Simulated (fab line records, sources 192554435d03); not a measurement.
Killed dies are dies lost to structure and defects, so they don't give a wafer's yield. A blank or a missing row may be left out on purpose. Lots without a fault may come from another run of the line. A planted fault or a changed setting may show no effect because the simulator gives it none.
Which tool did it? | flow n5_finfet | 24 lots, 72 wafers sampled, at 6 steps of a route of 1938

WHAT THE GAUGES READ, wafer by wafer
The record holds no reading of a measuring or inspecting step that can be judged against a usual standard deviation.

WHICH TOOL RAN EACH LOT (tool, then ch and the chambers of the sampled wafers, then the start)
lot  | N5_SD_EPI_N_LINER_46             | N5_SD_ACTIVATION_LSA_01           | N5_ILD0_LINER_00                 | N5_ILD0_CMP_03               | N5_SDB_CUT_ETCH_26              | N5_SDB_ALD_29
L074 | ald_sin-03 ch 0,1, day 3 06:49   | laser_anneal-01 ch 0, day 3 11:35 | ald_sin-01 ch 0,2,3, day 3 12:05 | cmp-04 ch 0,1,2, day 3 14:30 | rie_si-03 ch 1,3, day 3 19:23   | ald_sin-04 ch 0,1,2, day 3 19:34
L075 | ald_sin-02 ch 0,2, day 3 10:14   | laser_anneal-02 ch 0, day 3 15:10 | ald_sin-02 ch 2,3, day 3 15:41   | cmp-02 ch 0,1,2, day 3 18:04 | rie_si-06 ch 0,2, day 3 23:08   | ald_sin-04 ch 0,1,2, day 3 23:39
L076 | ald_sin-04 ch 0,1,3, day 3 17:56 | laser_anneal-01 ch 0, day 3 22:40 | ald_sin-03 ch 0,1,2, day 3 23:14 | cmp-02 ch 0,1,2, day 4 01:36 | rie_si-06 ch 0,1,2, day 4 06:31 | ald_sin-01 ch 0,1,2, day 4 06:43
L077 | ald_sin-02 ch 1,2,3, day 4 00:07 | laser_anneal-02 ch 0, day 4 05:45 | ald_sin-01 ch 0,2,3, day 4 06:13 | cmp-04 ch 2,3, day 4 08:37   | rie_si-06 ch 2,3, day 4 14:04   | ald_sin-04 ch 0,1,3, day 4 15:35
L078 | ald_sin-03 ch 1,2, day 4 03:45   | laser_anneal-01 ch 0, day 4 09:15 | ald_sin-02 ch 0,1,2, day 4 09:47 | cmp-01 ch 0,1,3, day 4 12:09 | rie_si-06 ch 0,1,2, day 4 17:20 | ald_sin-01 ch 1,2,3, day 4 17:31
L079 | ald_sin-04 ch 0,1, day 4 11:33   | laser_anneal-02 ch 0, day 4 17:26 | ald_sin-03 ch 0,2,3, day 4 18:17 | cmp-02 ch 1,2,3, day 4 20:41 | rie_si-06 ch 0,2,3, day 5 01:43 | ald_sin-02 ch 1,2,3, day 5 03:15
L080 | ald_sin-03 ch 1,2, day 4 16:46   | laser_anneal-01 ch 0, day 4 21:24 | ald_sin-03 ch 0,3, day 4 22:01   | cmp-01 ch 0,1,2, day 5 00:27 | rie_si-03 ch 0,3, day 5 06:20   | ald_sin-01 ch 1,2,3, day 5 06:32
L081 | ald_sin-04 ch 0,1,3, day 5 02:32 | laser_anneal-02 ch 0, day 5 07:49 | ald_sin-02 ch 1,2,3, day 5 08:21 | cmp-01 ch 0,2,3, day 5 11:29 | rie_si-06 ch 1,2,3, day 5 17:26 | ald_sin-02 ch 0,1,2, day 5 18:08
L082 | ald_sin-02 ch 0,2, day 5 07:37   | laser_anneal-01 ch 0, day 5 12:23 | ald_sin-03 ch 1,2,3, day 5 12:57 | cmp-04 ch 0,1,2, day 5 15:19 | rie_si-03 ch 0,2,3, day 5 20:38 | ald_sin-04 ch 0,2,3, day 5 21:18
L083 | ald_sin-04 ch 0,1, day 5 10:38   | laser_anneal-02 ch 0, day 5 15:33 | ald_sin-02 ch 0,2,3, day 5 16:01 | cmp-04 ch 0,2,3, day 5 18:30 | rie_si-05 ch 0,1,3, day 5 23:49 | ald_sin-04 ch 0,1,3, day 6 00:13
L084 | ald_sin-02 ch 0,1, day 5 20:50   | laser_anneal-01 ch 0, day 6 01:35 | ald_sin-01 ch 0,2,3, day 6 02:07 | cmp-04 ch 0,1,3, day 6 04:32 | rie_si-06 ch 0,2,3, day 6 11:17 | ald_sin-04 ch 1,3, day 6 11:54
L085 | ald_sin-04 ch 0,1, day 6 00:00   | laser_anneal-02 ch 0, day 6 05:02 | ald_sin-01 ch 0,2, day 6 05:35   | cmp-02 ch 0,2,3, day 6 07:58 | rie_si-06 ch 1,2,3, day 6 14:26 | ald_sin-04 ch 0,2,3, day 6 14:37
L086 | ald_sin-02 ch 0,1,3, day 6 06:20 | laser_anneal-01 ch 0, day 6 10:54 | ald_sin-02 ch 0,1,2, day 6 11:28 | cmp-04 ch 1,2,3, day 6 13:55 | rie_si-06 ch 1,2,3, day 6 22:25 | ald_sin-02 ch 0,1,3, day 6 22:36
L087 | ald_sin-02 ch 0,1,3, day 6 13:29 | laser_anneal-02 ch 0, day 6 19:23 | ald_sin-02 ch 1,2,3, day 6 19:58 | cmp-02 ch 1,2,3, day 6 22:23 | rie_si-03 ch 0,2,3, day 7 03:56 | ald_sin-02 ch 0,1,3, day 7 04:13
L088 | ald_sin-03 ch 0,1,2, day 6 16:37 | laser_anneal-01 ch 0, day 6 21:10 | ald_sin-03 ch 0,1,2, day 6 21:44 | cmp-04 ch 0,2,3, day 7 00:06 | rie_si-06 ch 0,2,3, day 7 05:14 | ald_sin-01 ch 0,1,3, day 7 05:30
L089 | ald_sin-04 ch 0,1,2, day 6 23:46 | laser_anneal-02 ch 0, day 7 04:38 | ald_sin-01 ch 2,3, day 7 05:06   | cmp-02 ch 1,2, day 7 07:30   | rie_si-05 ch 0,2,3, day 7 12:40 | ald_sin-02 ch 0,3, day 7 12:59
L090 | ald_sin-04 ch 1,2,3, day 7 05:23 | laser_anneal-01 ch 0, day 7 10:38 | ald_sin-01 ch 0,2,3, day 7 11:13 | cmp-02 ch 0,1,2, day 7 13:35 | rie_si-06 ch 0,1,3, day 7 18:38 | ald_sin-04 ch 0,1,2, day 7 18:49
L091 | ald_sin-04 ch 0,1, day 7 09:59   | laser_anneal-02 ch 0, day 7 14:35 | ald_sin-03 ch 0,2, day 7 15:10   | cmp-01 ch 0,1,3, day 7 17:36 | rie_si-06 ch 0,2,3, day 7 22:38 | ald_sin-01 ch 1,2,3, day 7 22:53
L092 | ald_sin-02 ch 0,1,3, day 7 19:52 | laser_anneal-01 ch 0, day 8 00:38 | ald_sin-02 ch 1,3, day 8 01:26   | cmp-01 ch 1,2,3, day 8 03:50 | rie_si-05 ch 1,2,3, day 8 08:52 | ald_sin-04 ch 0,1, day 8 09:37
L093 | ald_sin-04 ch 0,1,2, day 8 02:01 | laser_anneal-02 ch 0, day 8 06:58 | ald_sin-03 ch 0,2,3, day 8 07:32 | cmp-04 ch 0,2,3, day 8 09:56 | rie_si-05 ch 0,1, day 8 15:19   | ald_sin-04 ch 1,2,3, day 8 15:29
L094 | ald_sin-04 ch 1,2,3, day 8 06:13 | laser_anneal-01 ch 0, day 8 10:49 | ald_sin-02 ch 0,3, day 8 11:46   | cmp-02 ch 2,3, day 8 14:54   | rie_si-05 ch 2,3, day 8 19:58   | ald_sin-02 ch 0,1,2, day 8 20:09
L095 | ald_sin-04 ch 1,2, day 8 14:50   | laser_anneal-02 ch 0, day 8 21:10 | ald_sin-03 ch 0,2, day 8 21:42   | cmp-01 ch 1,2,3, day 9 00:08 | rie_si-06 ch 2,3, day 9 05:22   | ald_sin-01 ch 1,2,3, day 9 06:57
L096 | ald_sin-02 ch 0,2, day 9 00:19   | laser_anneal-01 ch 0, day 9 05:46 | ald_sin-03 ch 0,3, day 9 06:53   | cmp-04 ch 0,2,3, day 9 10:37 | rie_si-03 ch 1,2,3, day 9 15:47 | ald_sin-04 ch 0,3, day 9 15:58
L097 | ald_sin-04 ch 0,1,3, day 9 01:11 | laser_anneal-02 ch 0, day 9 06:37 | ald_sin-02 ch 0,2, day 9 07:09   | cmp-02 ch 0,2,3, day 9 09:35 | rie_si-05 ch 0,1,3, day 9 15:00 | ald_sin-01 ch 0,1,2, day 9 15:13
- N5_SD_EPI_N_LINER_46: material SiNx, target thk 3 nm.
- N5_SD_ACTIVATION_LSA_01: time 0.0008 s.
- N5_ILD0_LINER_00: material SiNx, target thk 4 nm, pulse time 1 s, purge time 2 s.
- N5_ILD0_CMP_03: polishes, stops on SiNx, t overpolish 1.9 s, target thk 197.38 nm.
- N5_SDB_CUT_ETCH_26: etches Si in HBr/Cl2/O2, target depth 129.6 nm, bt time 20 s, time 51.8 s.
- N5_SDB_ALD_29: deposits SiNx, target thk 30 nm, pulse time 1 s, ald cycles 600.

WHAT THE TOOLS THEMSELVES READ (means of the sampled wafers that have a number; where no wafer has one, the mark that the record gives instead)
N5_SD_EPI_N_LINER_46. Usual: heater_power_w 815 W, standard deviation 72; susceptor_temp_C 399.99 C, standard deviation 0.22.
lot  | tool       | heater_power_w (W) | susceptor_temp_C (C) | flag
L074 | ald_sin-03 | 841                | 399.87               |
L075 | ald_sin-02 | 740                | 400.20               |
L076 | ald_sin-04 | 795                | 400.03               |
L077 | ald_sin-02 | 844                | 399.97               |
L078 | ald_sin-03 | 871                | 399.89               |
L079 | ald_sin-04 | 786                | 400.09               |
L080 | ald_sin-03 | 865                | 399.64               |
L081 | ald_sin-04 | 811                | 399.98               |
L082 | ald_sin-02 | 711                | 400.01               |
L083 | ald_sin-04 | 756                | 400.07               |
L084 | ald_sin-02 | 799                | 400.14               |
L085 | ald_sin-04 | 782                | 399.91               |
L086 | ald_sin-02 | 843                | 400.17               |
L087 | ald_sin-02 | 828                | 399.87               |
L088 | ald_sin-03 | 862                | 399.83               |
L089 | ald_sin-04 | 810                | 400.18               |
L090 | ald_sin-04 | 831                | 399.97               |
L091 | ald_sin-04 | 788                | 400.15               |
L092 | ald_sin-02 | 847                | 399.94               |
L093 | ald_sin-04 | 805                | 400.18               |
L094 | ald_sin-04 | 847                | 400.05               |
L095 | ald_sin-04 | 794                | 400.01               |
L096 | ald_sin-02 | 720                | 399.84               |
L097 | ald_sin-04 | 808                | 400.02               |

N5_SD_ACTIVATION_LSA_01. Usual: wafer_temp_C_max 1084.0, standard deviation 0.85.
lot  | tool            | wafer_temp_C_max | flag
L074 | laser_anneal-01 | 1084.4           |
L075 | laser_anneal-02 | 1085.1           |
L076 | laser_anneal-01 | 1083.2           |
L077 | laser_anneal-02 | 1084.4           |
L078 | laser_anneal-01 | 1084.1           |
L079 | laser_anneal-02 | 1083.7           |
L080 | laser_anneal-01 | 1084.0           |
L081 | laser_anneal-02 | 1084.8           |
L082 | laser_anneal-01 | 1083.2           |
L083 | laser_anneal-02 | 1083.5           |
L084 | laser_anneal-01 | 1083.5           |
L085 | laser_anneal-02 | 1083.6           |
L086 | laser_anneal-01 | 1083.5           |
L087 | laser_anneal-02 | 1084.5           |
L088 | laser_anneal-01 | 1083.0           |
L089 | laser_anneal-02 | 1084.3           |
L090 | laser_anneal-01 | 1084.5           |
L091 | laser_anneal-02 | 1084.3           |
L092 | laser_anneal-01 | 1084.2           |
L093 | laser_anneal-02 | 1084.5           |
L094 | laser_anneal-01 | 1083.5           |
L095 | laser_anneal-02 | 1084.1           |
L096 | laser_anneal-01 | 1084.8           |
L097 | laser_anneal-02 | 1084.7           |

N5_ILD0_LINER_00. Usual: heater_power_w 834 W, standard deviation 93; precursor_pulse_height_rel 0.999, standard deviation 0.022; susceptor_temp_C 399.95 C, standard deviation 0.21.
lot  | tool       | heater_power_w (W) | precursor_pulse_height_rel | susceptor_temp_C (C) | flag
L074 | ald_sin-01 | 864                | 0.977                      | 400.05               |
L075 | ald_sin-02 | 914                | 1.022                      | 399.82               |
L076 | ald_sin-03 | 847                | 0.993                      | 400.05               |
L077 | ald_sin-01 | 878                | 0.975                      | 399.82               |
L078 | ald_sin-02 | 748                | 0.974                      | 399.82               |
L079 | ald_sin-03 | 827                | 0.985                      | 399.82               |
L080 | ald_sin-03 | 809                | 1.006                      | 400.07               |
L081 | ald_sin-02 | 818                | 1.018                      | 399.89               |
L082 | ald_sin-03 | 832                | 1.004                      | 399.78               |
L083 | ald_sin-02 | 801                | 1.001                      | 399.79               |
L084 | ald_sin-01 | 876                | 0.987                      | 399.91               |
L085 | ald_sin-01 | 880                | 1.003                      | 400.15               |
L086 | ald_sin-02 | 761                | 0.999                      | 399.89               |
L087 | ald_sin-02 | 814                | 1.003                      | 400.01               |
L088 | ald_sin-03 | 861                | 1.006                      | 400.09               |
L089 | ald_sin-01 | 807                | 1.026                      | 400.21               |
L090 | ald_sin-01 | 887                | 1.009                      | 399.84               |
L091 | ald_sin-03 | 866                | 0.986                      | 400.21               |
L092 | ald_sin-02 | 909                | 0.994                      | 400.08               |
L093 | ald_sin-03 | 827                | 1.006                      | 400.09               |
L094 | ald_sin-02 | 878                | 0.995                      | 400.04               |
L095 | ald_sin-03 | 878                | 1.008                      | 399.88               |
L096 | ald_sin-03 | 816                | 1.003                      | 399.80               |
L097 | ald_sin-02 | 740                | 0.992                      | 400.08               |

N5_ILD0_CMP_03. Usual: motor_current_A 11.7 A, standard deviation 1.2; overpolish_run_s 1.899 s, standard deviation 0.0089; slurry_flow_ml_min 150.0, standard deviation 0.44; time_to_endpoint_s 71 s, standard deviation 4.1.
lot  | tool   | motor_current_A (A) | overpolish_run_s (s) | slurry_flow_ml_min | time_to_endpoint_s (s) | flag
L074 | cmp-04 | 12.0                | 1.895                | 150.6              | 68                     |
L075 | cmp-02 | 10.9                | 1.899                | 150.2              | 68                     |
L076 | cmp-02 | 11.0                | 1.901                | 149.9              | 66                     |
L077 | cmp-04 | 12.2                | 1.900                | 149.6              | 72                     |
L078 | cmp-01 | 12.3                | 1.909                | 150.5              | 71                     |
L079 | cmp-02 | 10.7                | 1.896                | 150.1              | 75                     |
L080 | cmp-01 | 12.8                | 1.899                | 149.9              | 70                     |
L081 | cmp-01 | 12.0                | 1.903                | 150.1              | 70                     |
L082 | cmp-04 | 12.2                | 1.899                | 150.0              | 68                     |
L083 | cmp-04 | 11.3                | 1.899                | 149.8              | 69                     |
L084 | cmp-04 | 13.0                | 1.898                | 149.8              | 71                     |
L085 | cmp-02 | 11.1                | 1.899                | 149.5              | 74                     |
L086 | cmp-04 | 12.4                | 1.892                | 149.9              | 68                     |
L087 | cmp-02 | 10.9                | 1.905                | 149.9              | 73                     |
L088 | cmp-04 | 11.7                | 1.908                | 149.8              | 65                     |
L089 | cmp-02 | 9.7                 | 1.909                | 150.3              | 71                     |
L090 | cmp-02 | 11.0                | 1.898                | 150.3              | 72                     |
L091 | cmp-01 | 11.7                | 1.904                | 150.2              | 75                     |
L092 | cmp-01 | 12.5                | 1.897                | 149.8              | 75                     |
L093 | cmp-04 | 11.6                | 1.899                | 150.0              | 65                     |
L094 | cmp-02 | 10.4                | 1.895                | 150.2              | 71                     |
L095 | cmp-01 | 12.6                | 1.900                | 150.2              | 78                     |
L096 | cmp-04 | 11.8                | 1.901                | 149.8              | 67                     |
L097 | cmp-02 | 11.2                | 1.897                | 149.4              | 67                     |

N5_SDB_CUT_ETCH_26. Usual: HBr_flow_sccm 150.0 sccm, standard deviation 0.48; drypump_motor_current_A 6.0 A, standard deviation 0.36; he_backside_leak_sccm 2.8 sccm, standard deviation 0.32; mfc_cl2_sccm 80.01 sccm, standard deviation 0.25; oes_product_au 0.998 a.u., standard deviation 0.014; throttle_valve_pct 37.12 %, standard deviation 0.27.
lot  | tool      | HBr_flow_sccm (sccm) | drypump_motor_current_A (A) | he_backside_leak_sccm (sccm) | mfc_cl2_sccm (sccm) | oes_product_au (a.u.) | throttle_valve_pct (%) | flag
L074 | rie_si-03 | 149.8                | 6.1                         | 2.5                          | 80.02               | 0.994                 | 37.37                  |
L075 | rie_si-06 | 150.1                | 6.1                         | 2.7                          | 79.78               | 1.021                 | 36.96                  |
L076 | rie_si-06 | 149.9                | 6.3                         | 2.7                          | 79.84               | 1.003                 | 36.94                  |
L077 | rie_si-06 | 149.8                | 6.1                         | 2.8                          | 80.11               | 1.002                 | 37.03                  |
L078 | rie_si-06 | 149.7                | 6.3                         | 3.6                          | 80.03               | 1.001                 | 36.94                  |
L079 | rie_si-06 | 149.4                | 6.0                         | 2.9                          | 80.24               | 1.007                 | 36.95                  |
L080 | rie_si-03 | 150.4                | 6.0                         | 2.8                          | 80.10               | 0.983                 | 37.57                  |
L081 | rie_si-06 | 150.0                | 6.1                         | 2.8                          | 80.19               | 0.996                 | 36.95                  |
L082 | rie_si-03 | 150.0                | 5.7                         | 2.8                          | 79.98               | 0.985                 | 37.48                  |
L083 | rie_si-05 | 149.9                | 5.6                         | 2.7                          | 79.97               | 0.997                 | 37.13                  |
L084 | rie_si-06 | 150.4                | 6.0                         | 2.8                          | 79.77               | 1.002                 | 36.96                  |
L085 | rie_si-06 | 150.3                | 6.1                         | 2.9                          | 80.08               | 0.997                 | 36.95                  |
L086 | rie_si-06 | 150.2                | 6.1                         | 3.0                          | 79.78               | 0.996                 | 36.95                  |
L087 | rie_si-03 | 150.3                | 5.7                         | 2.8                          | 79.84               | 0.981                 | 37.49                  |
L088 | rie_si-06 | 150.1                | 5.9                         | 2.7                          | 80.01               | 1.010                 | 36.97                  |
L089 | rie_si-05 | 149.8                | 5.9                         | 2.8                          | 79.98               | 1.006                 | 37.30                  |
L090 | rie_si-06 | 149.7                | 6.0                         | 3.0                          | 80.08               | 1.001                 | 36.88                  |
L091 | rie_si-06 | 149.5                | 6.0                         | 2.8                          | 80.08               | 1.008                 | 36.96                  |
L092 | rie_si-05 | 149.8                | 5.8                         | 2.7                          | 80.01               | 0.984                 | 37.35                  |
L093 | rie_si-05 | 150.5                | 5.7                         | 3.0                          | 79.97               | 1.011                 | 36.94                  |
L094 | rie_si-05 | 150.1                | 6.2                         | 2.6                          | 80.02               | 0.999                 | 37.52                  |
L095 | rie_si-06 | 149.8                | 5.8                         | 2.9                          | 79.94               | 0.994                 | 36.96                  |
L096 | rie_si-03 | 150.0                | 5.8                         | 2.5                          | 80.13               | 0.990                 | 37.38                  |
L097 | rie_si-05 | 150.0                | 5.6                         | 2.8                          | 80.19               | 1.003                 | 37.13                  |

N5_SDB_ALD_29. Usual: heater_power_w 824 W, standard deviation 79; precursor_pulse_height_rel 0.999, standard deviation 0.021; susceptor_temp_C 399.99 C, standard deviation 0.21.
lot  | tool       | heater_power_w (W) | precursor_pulse_height_rel | susceptor_temp_C (C) | flag
L074 | ald_sin-04 | 797                | 1.000                      | 399.79               |
L075 | ald_sin-04 | 807                | 0.996                      | 399.75               |
L076 | ald_sin-01 | 824                | 1.002                      | 400.18               |
L077 | ald_sin-04 | 810                | 0.977                      | 399.89               |
L078 | ald_sin-01 | 836                | 1.022                      | 400.16               |
L079 | ald_sin-02 | 831                | 0.986                      | 400.01               |
L080 | ald_sin-01 | 825                | 0.996                      | 399.74               |
L081 | ald_sin-02 | 752                | 1.003                      | 399.82               |
L082 | ald_sin-04 | 855                | 0.999                      | 400.04               |
L083 | ald_sin-04 | 803                | 1.015                      | 399.94               |
L084 | ald_sin-04 | 808                | 1.016                      | 400.10               |
L085 | ald_sin-04 | 847                | 0.978                      | 400.10               |
L086 | ald_sin-02 | 831                | 0.980                      | 400.02               |
L087 | ald_sin-02 | 847                | 1.000                      | 400.06               |
L088 | ald_sin-01 | 909                | 1.010                      | 399.91               |
L089 | ald_sin-02 | 816                | 0.977                      | 400.09               |
L090 | ald_sin-04 | 812                | 0.999                      | 399.88               |
L091 | ald_sin-01 | 842                | 1.008                      | 400.03               |
L092 | ald_sin-04 | 790                | 1.005                      | 400.02               |
L093 | ald_sin-04 | 835                | 1.018                      | 400.21               |
L094 | ald_sin-02 | 776                | 1.013                      | 399.84               |
L095 | ald_sin-01 | 806                | 1.013                      | 399.98               |
L096 | ald_sin-04 | 866                | 0.989                      | 399.97               |
L097 | ald_sin-01 | 808                | 1.001                      | 400.14               |

THE ANSWER, worked out from the rows above alone
Rule: a lot is off if the mean of its wafers that have a number lies more than 3 standard deviations from the usual mean. A lot without any number at a reading at which 4 lots or more have one is off too. The other lots that the step has rows for count as sound. The gauges are gone through in route order, then the tools' own readings, and for those a lot's mean is taken as printed above. The first step at which some lot is off is used, and at that step the reading that is off furthest; a lot without a number counts as furthest.
No lot is off at any reading shown: from this, nothing can be told.

WHAT THE SIMULATOR HAD PUT IN
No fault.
